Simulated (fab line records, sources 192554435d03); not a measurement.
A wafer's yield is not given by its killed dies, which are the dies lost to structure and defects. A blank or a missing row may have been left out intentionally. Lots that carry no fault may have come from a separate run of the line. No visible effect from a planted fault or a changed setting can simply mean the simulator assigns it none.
Matching of chambers / flow n5Finfet / 4 sister chambers for N5_BEOL_M8_CMP_52 on cmp-04
The step polishes, stops on SiCOH lowk, t overpolish 6.9 s, target thk 80 nm. 4 wafers are shown with their chamber, then 9 later ones without.

## WAFERS, EACH WITH ITS CHAMBER
wafer=L083.2; chamber=3; motorCurrentA (A)=6.2
wafer=L086.1; chamber=2; motorCurrentA (A)=6.3
wafer=L086.3; chamber=1; motorCurrentA (A)=6.1
wafer=L086.5; chamber=0; motorCurrentA (A)=6.1

## WAFERS WITHOUT THEIR CHAMBER
wafer=L091.1; motorCurrentA (A)=6.3
wafer=L091.4; motorCurrentA (A)=5.8
wafer=L091.6; motorCurrentA (A)=6.1
wafer=L093.2; motorCurrentA (A)=6.1
wafer=L093.4; motorCurrentA (A)=7.1
wafer=L093.6; motorCurrentA (A)=6.0
wafer=L093.1; motorCurrentA (A)=5.8
wafer=L093.3; motorCurrentA (A)=6.1
wafer=L093.5; motorCurrentA (A)=5.8

## WHICH CHAMBER EACH WENT THROUGH
wafer=L091.1; from the rows above=can't be placed: 2 or 3 or 0 or 1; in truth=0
wafer=L091.4; from the rows above=can't be placed: 0 or 1 or 3 or 2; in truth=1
wafer=L091.6; from the rows above=can't be placed: 0 or 1 or 3 or 2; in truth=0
wafer=L093.2; from the rows above=can't be placed: 0 or 1 or 3 or 2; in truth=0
wafer=L093.4; from the rows above=can't be placed: 2 or 3 or 0 or 1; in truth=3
wafer=L093.6; from the rows above=can't be placed: 0 or 1 or 3 or 2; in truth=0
wafer=L093.1; from the rows above=can't be placed: 0 or 1 or 3 or 2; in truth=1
wafer=L093.3; from the rows above=can't be placed: 0 or 1 or 3 or 2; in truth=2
wafer=L093.5; from the rows above=can't be placed: 0 or 1 or 3 or 2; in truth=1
Correctly placed: 0 of 9. These rows do not allow placing 9 (true chamber among the candidates in 9). Number placed wrongly: 0.
How it was worked out, from the rows above alone: a wafer's distance from a chamber is the root of the sum, over the readings, of the square of ((its reading less the chamber's mean) divided by the reading's scatter). The wafer belongs to the nearest chamber; if the next one is less than 2 further off, it can't be placed. For every chamber, the mean is computed from those of its wafers that are shown. The scatter (one wafer shown for each chamber): square how far every hidden wafer sits from the nearest shown wafer, average those squares and take the square root.
